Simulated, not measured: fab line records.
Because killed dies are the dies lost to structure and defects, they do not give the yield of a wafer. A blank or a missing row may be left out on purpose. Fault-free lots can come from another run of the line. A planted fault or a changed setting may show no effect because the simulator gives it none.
Matching of chambers | flow n5_finfet | N5_GATE_CUT_ETCH_28 on rie_diel-06 has 4 sister chambers
The step etches underlayer in N2/H2, target depth 13 nm, time 10.4 s. 18 wafers are shown with their chamber, then 9 later ones without.

== WAFERS WITH THEIR CHAMBER ==
wafer  | chamber | throttle_valve_pct (%) | showerhead_plenum_p_Torr (Torr) | oes_product_au (a.u.)
L077.1 | 0       | 17.35                  | 2.60                            | 0.82
L077.3 | 2       | 17.59                  | 2.67                            | 0.64
L077.6 | 2       | 17.60                  | 2.67                            | 0.64
L078.3 | 2       | 17.60                  | 2.67                            | 0.64
L078.4 | 0       | 17.33                  | 2.60                            | 0.82
L078.5 | 2       | 17.59                  | 2.67                            | 0.64
L074.1 | 1       | 18.05                  | 2.40                            | 0.59
L074.5 | 0       | 17.33                  | 2.60                            | 0.80
L074.6 | 1       | 18.06                  | 2.40                            | 0.59
L081.2 | 1       | 18.06                  | 2.39                            | 0.60
L081.3 | 2       | 17.59                  | 2.67                            | 0.64
L081.5 | 1       | 18.07                  | 2.39                            | 0.59
L083.1 | 3       | 18.25                  | 2.48                            | 0.73
L083.2 | 2       | 17.62                  | 2.67                            | 0.64
L083.4 | 1       | 18.08                  | 2.39                            | 0.59
L088.2 | 1       | 18.09                  | 2.39                            | 0.59
L088.3 | 2       | 17.61                  | 2.66                            | 0.64
L088.5 | 0       | 17.37                  | 2.59                            | 0.78

SIGNATURES (means of the wafers above)
reading                  | chamber 0 | chamber 1 | chamber 2 | chamber 3 | scatter within a chamber
throttle_valve_pct       | 17.3450   | 18.0683   | 17.6000   | 18.2500   | 0.0146
showerhead_plenum_p_Torr | 2.5975    | 2.3933    | 2.6686    | 2.4800    | 0.00458
oes_product_au           | 0.8050    | 0.5917    | 0.6400    | 0.7300    | 0.00919
Rule: distance of a wafer from a chamber = root of the sum over the readings of ((wafer's reading minus chamber's mean) / reading's scatter) squared. The wafer belongs to the nearest chamber; if the next one is less than 2 further off, it can't be placed. The scatter: take each reading less its chamber's mean, square it, sum over the shown wafers, divide by the number of wafers less the number of chambers, and take the root.

== WAFERS MISSING THEIR CHAMBER ==
wafer  | throttle_valve_pct (%) | showerhead_plenum_p_Torr (Torr) | oes_product_au (a.u.)
L094.1 | 17.66                  | 2.71                            | 0.86
L094.2 | 18.32                  | 2.47                            | 0.71
L094.3 | 17.41                  | 2.59                            | 0.77
L094.4 | 17.64                  | 2.66                            | 0.62
L094.5 | 17.64                  | 2.66                            | 0.62
L094.6 | 18.31                  | 2.47                            | 0.71
L097.2 | 17.65                  | 2.65                            | 0.62
L097.4 | 17.70                  | 2.70                            | 0.84
L097.5 | 17.69                  | 2.70                            | 0.83

== EACH ONE'S CHAMBER ==
wafer  | from the rows above | in truth
L094.1 | 2                   | 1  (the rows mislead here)
L094.2 | 3                   | 3
L094.3 | 0                   | 0
L094.4 | 2                   | 2
L094.5 | 2                   | 2
L094.6 | 3                   | 3
L097.2 | 2                   | 2
L097.4 | 2                   | 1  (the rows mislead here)
L097.5 | 2                   | 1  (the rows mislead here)
Correct placement for 6 of the 9. Not placeable from these rows: 0. Placed wrongly: 3.
